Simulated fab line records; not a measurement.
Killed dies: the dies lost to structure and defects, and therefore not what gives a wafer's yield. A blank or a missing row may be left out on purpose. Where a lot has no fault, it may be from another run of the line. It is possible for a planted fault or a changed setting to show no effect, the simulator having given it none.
Commonality check across tools | flow n5 finfet | Sample size 10 lots and 30 wafers

== THE REASON FOR OPENING IT ==
On 2 of the 10 lots, a flag is raised at N5_SD_EPI_P_INSPECT_26 on the reading raw defect count. No-fault wafers: 180, standard deviation 39.
Rule: a lot gets a flag if all its wafers with a number sit over 4 standard deviations from that mean, or if no wafer of it has a number. The other lots count as sound.

lot  | measured    | on                | raw defect count, wafer by wafer | flag
L831 | day 3 13:47 | defect inspect-01 | 214 165 164                      |
L832 | day 4 00:12 | defect inspect-02 | 169 162 173                      |
L836 | day 5 00:47 | defect inspect-01 | 174 165 179                      |
L839 | day 5 16:52 | defect inspect-02 | 188 221 181                      |
L847 | day 7 16:50 | defect inspect-02 | 1207 1100 1199                   | FLAGGED
L849 | day 8 05:20 | defect inspect-02 | 148 182 208                      |
L848 | day 8 09:31 | defect inspect-01 | 1295 1229 1298                   | FLAGGED
L851 | day 8 17:25 | defect inspect-01 | 135 124 197                      |
L852 | day 8 21:24 | defect inspect-01 | 142 167 141                      |
L853 | day 9 05:46 | defect inspect-02 | 102 214 171                      |
On average the flagged lots' numbers are 1221, which is +1041 against the usual, or +27 standard deviations.

== EACH LOT AND THE TOOL IT RAN ON ==
The record keeps 1 process step preceding the reading, out of 1938 steps on the route. Read each cell as the tool, then ch plus the chambers that the sampled wafers visited, then the start.
lot  | flag    | N5_SD_EPI_P_PRECLEAN_51
L831 |         | epi rpcvd-02 ch 0, day 3 11:02
L832 |         | epi rpcvd-01 ch 0, day 3 20:40
L836 |         | epi rpcvd-03 ch 0, day 4 22:04
L839 |         | epi rpcvd-01 ch 0, day 5 13:17
L847 | FLAGGED | epi rpcvd-01 ch 0, day 7 14:10
L849 |         | epi rpcvd-03 ch 0, day 8 01:48
L848 | FLAGGED | epi rpcvd-01 ch 0, day 8 06:47
L851 |         | epi rpcvd-03 ch 0, day 8 13:51
L852 |         | epi rpcvd-02 ch 0, day 8 18:39
L853 |         | epi rpcvd-03 ch 0, day 9 02:10
What is done by these steps:
- N5_SD_EPI_P_PRECLEAN_51: cleans in NF3:NH3, afs cycles 1, time 20 s, sublimation time 60 s.
- N5_SD_EPI_P_INSPECT_26: inspects for defects (darkfield).

== FLAGGED AGAINST TOTAL, ONE TOOL AT A TIME (gauges that did the reading follow at the end) ==
step                    | tool              | lots run | flagged | share of the flagged lots | sound lots run after its first flagged lot
N5_SD_EPI_P_PRECLEAN_51 | epi rpcvd-01      | 4        | 2       | all                       | 0
N5_SD_EPI_P_PRECLEAN_51 | epi rpcvd-02      | 2        | 0       | none                      | -
N5_SD_EPI_P_PRECLEAN_51 | epi rpcvd-03      | 4        | 0       | none                      | -
N5_SD_EPI_P_INSPECT_26  | defect inspect-01 | 5        | 1       | some                      | 2 (L851,L852)
N5_SD_EPI_P_INSPECT_26  | defect inspect-02 | 5        | 1       | some                      | 2 (L849,L853)

== WHAT THE TABLE PERMITS ==
Rows of the table that ran each flagged lot: 1, that is epi rpcvd-01 at N5_SD_EPI_P_PRECLEAN_51.
- epi rpcvd-01 at N5_SD_EPI_P_PRECLEAN_51: 2 of its 4 lots flagged. Last sound lot L839 at day 5 13:17, first flagged lot L847 at day 7 14:10; a fault beginning in between fits.
One tool is left: epi rpcvd-01 at N5_SD_EPI_P_PRECLEAN_51.

== WHAT WAS PUT IN BY THE SIMULATOR ==
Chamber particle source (epi rpcvd-01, N5_SD_EPI_P_PRECLEAN_51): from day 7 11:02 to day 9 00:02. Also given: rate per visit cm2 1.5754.
Lots struck among those shown: L847, L848. The rule above reached the same finding.
